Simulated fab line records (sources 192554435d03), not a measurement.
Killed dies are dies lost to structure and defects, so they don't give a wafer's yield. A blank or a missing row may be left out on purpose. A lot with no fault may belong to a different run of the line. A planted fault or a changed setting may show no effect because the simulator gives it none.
A struck lot beside a sound one | flow n5 finfet | 17 out of 1938 route steps
Sound: wafers L640.2, L640.3, L640.5. Struck: wafers L653.3, L653.6. (L653.1 of the same lot was not struck and is left out.) The cause comes at the end.
Each step with rows lists, per side, the tool, then ch with its chambers, then its first start. Under that, the readings that differ: sound wafers | struck wafers | difference of the means | sigmas: that difference in standard deviations of wafers without a fault.
alike: same words and numbers on both sides, and readings whose means sit less than 2 such deviations apart. not compared: any withheld reading, any reading some wafer has no value for, any bound like >300 that may hide the same value, and any number with overlapping values for which the record gives no deviation.
Wherever a step has rows on one side only, a row that says differs or no value, or a row with sigmas, the two part there. Numbers that have no deviation but don't overlap get no sigmas and don't part them. Lack of a reading on every wafer of one side parts them only where that side has two or more wafers.

first, 1 step without rows for these wafers: N5_SD_EPI_N_DEVELOP_08 (develop time 30 s).
N5_SD_EPI_N_CD_MEAS_09 targets a cd of 120 nm.
  sound on cd sem-01 ch 0, day 3 12:44; struck on cd sem-03 ch 0, day 7 02:20
  alike: cd nm
N5_SD_EPI_N_OVL_MEAS_10:
  sound on overlay-01 ch 0, day 3 12:46; struck on overlay-01 ch 0, day 7 02:23
  alike: SD_N_BLK_OVL
N5_SD_EPI_N_INSPECT_11: inspects for defects (macro).
  sound on defect inspect-02, day 3 12:47; struck on defect inspect-02, day 7 02:24
  alike: raw defect count
N5_SD_EPI_N_DESCUM_14: chemistry O2, time 7.9 s.
  sound on rie diel-04 ch 1,3, day 3 12:50; struck on rie diel-02 ch 0,2, day 7 04:06
  alike: drypump motor current A, oes product au, rf vpp V, showerhead plenum p Torr, temp c, throttle valve pct
  not compared: rf hours counter h
then, 1 step without rows for these wafers: N5_SD_EPI_N_ETCH_34 (etches SiARC in CF4, target depth 45.5 nm, time 75.8 s).
N5_SD_EPI_N_ETCH_35: etches SOC in N2/H2, overetch 108 nm, time 486 s.
  sound on rie diel-04 ch 1,3, day 3 12:55; struck on rie diel-02 ch 0,2, day 7 04:11
  alike: drypump motor current A, oes product au, rf vpp V, showerhead plenum p Torr, temp c, throttle valve pct
  not compared: rf hours counter h
then, 1 step without rows for these wafers: N5_SD_EPI_N_STRIP_36 (strips in N2/H2).
N5_SD_EPI_N_ETCHBACK_44: etches SiNx in CH3F/O2, stops on SiO2, target depth 14.5 nm.
  sound on rie diel-04 ch 1,3, day 3 13:14; struck on rie diel-02 ch 0,2, day 7 04:31
  alike: CH3F_flow_sccm, drypump motor current A, oes product au, rf vpp V, showerhead plenum p Torr, throttle valve pct
  not compared: rf hours counter h
then, 1 step without rows for these wafers: N5_SD_EPI_N_ETCH_45 (etches SiOCN in CH3F/O2, target depth 6 nm).
N5_SD_EPI_N_ETCH_16: etches SiO2 in CHF3/O2, target depth 5 nm.
  sound on rie diel-04 ch 1,3, day 3 13:26; struck on rie diel-02 ch 0,2, day 7 04:43
  alike: drypump motor current A, oes product au, rf vpp V, showerhead plenum p Torr, throttle valve pct
  not compared: rf hours counter h
then, 1 step without rows for these wafers: N5_SD_EPI_N_STRIP_47 (strips in CHF3/O2).
N5_SD_EPI_N_SD_RECESS_17: chemistry HBr/Cl2/O2, target depth 41 nm, time 23.7 s, bt time 3 s.
  sound on rie si-01 ch 1,3, day 3 13:31; struck on rie si-03 ch 0, day 7 04:47
  reading                                 | sound             | struck      | difference | sigmas
  oes product au (a.u.)                   | 1.038 0.997 1.035 | 0.982 0.983 | -0.041     | -2
  model.SD_EPI_N.feature depth nm (nm)    | 41.4 41.4 41.4    | 50.2 50.6   | +9.0       |
  model.etch.depth nm (nm)                | 41.38 41.38 41.36 | 50.17 50.5  | +8.96      |
  model.Si_of_WELL_APT_EPI_41.thk nm (nm) | 8.2 8 8.4         | 4.2 4.2     | -4.0       |
  alike: drypump motor current A, throttle valve pct
  not compared: rf hours counter h
N5_SD_EPI_N_STRIP_38: strips in N2/H2.
  sound on plasma asher-02 ch 1, day 3 13:37; struck on plasma asher-02 ch 0,1, day 7 04:53
  alike: drypump motor current A, heater power w, oes product au, temp c
  not compared: rf hours counter h
then, 1 step without rows for these wafers: N5_SD_EPI_N_WET_ETCH_43 (etches SiO2 in dHF, time 14 s, target depth 1.5 nm).
N5_SD_EPI_N_STRIP_18: strips in SPM, time 750 s.
  sound on wet bench-04 ch 1,4,6, day 3 13:43; struck on wet bench-02 ch 0,1, day 7 04:59
  reading                                 | sound     | struck | difference | sigmas
  model.Si_of_WELL_APT_EPI_41.thk nm (nm) | 7.8 7.6 8 | 4 3.8  | -4         |
  alike: temp c
then, 1 step without rows for these wafers: N5_SD_EPI_N_SRD_20 (time 30 s).

## WHERE THEY PART
Only at N5_SD_EPI_N_SD_RECESS_17, as far as this record shows. Later steps at which nothing parts them and some readings are alike: N5_SD_EPI_N_STRIP_38, N5_SD_EPI_N_STRIP_18.

WHY: whatever the simulator had introduced
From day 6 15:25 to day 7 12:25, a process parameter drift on rie si-03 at N5_SD_EPI_N_SD_RECESS_17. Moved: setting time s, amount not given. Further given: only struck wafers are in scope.
